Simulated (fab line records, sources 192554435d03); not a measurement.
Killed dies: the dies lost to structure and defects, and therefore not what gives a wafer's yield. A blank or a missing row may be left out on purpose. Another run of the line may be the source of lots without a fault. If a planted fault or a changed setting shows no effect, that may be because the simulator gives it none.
Chamber matching    flow n5_finfet    4 sister chambers for N5_BEOL_M3_ALD_84 on ald_metal-02
The step deposits TaN, pulse time 2 s, purge time 3 s, co reactant purge time 2 s. 14 wafers are shown with their chamber, then 7 later ones without.

== WAFERS PAIRED WITH THEIR CHAMBERS ==
wafer   chamber  heater_power_w (W)
L361.1  2        447
L361.2  0        430
L361.4  1        390
L363.1  1        399
L363.2  0        436
L363.6  3        406
L364.2  3        406
L364.3  0        446
L364.6  1        399
L365.1  0        431
L365.3  1        395
L365.6  3        410
L369.1  0        443
L369.4  1        400

SIGNATURES (averages over the wafers above)
reading         chamber 0  chamber 1  chamber 2  chamber 3  scatter within a chamber
heater_power_w  437.20     396.60     447.00     407.33     5.32
Rule: for a wafer and a chamber, the distance is found by dividing, reading by reading, the gap between the wafer's reading and the chamber's mean by the reading's scatter, squaring, summing and taking the root. If the next closest chamber is less than 2 further off than the closest, the wafer can't be placed; otherwise it belongs to the closest. The scatter: take each reading less its chamber's mean, square it, sum over the shown wafers, divide by the number of wafers less the number of chambers, and take the root.

== WAFERS MISSING THEIR CHAMBER ==
wafer   heater_power_w (W)
L369.5  455
L368.2  436
L368.3  391
L368.4  436
L370.3  400
L370.5  444
L370.6  413

== EACH ONE'S CHAMBER ==
wafer   from the rows above      in truth
L369.5  can't be placed: 2 or 0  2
L368.2  can't be placed: 0 or 2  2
L368.3  1                        1
L368.4  can't be placed: 0 or 2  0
L370.3  can't be placed: 1 or 3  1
L370.5  can't be placed: 2 or 0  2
L370.6  3                        3
Correct placement for 2 of the 7. These rows do not allow placing 5 (true chamber among the candidates in 5). Number placed wrongly: 0.
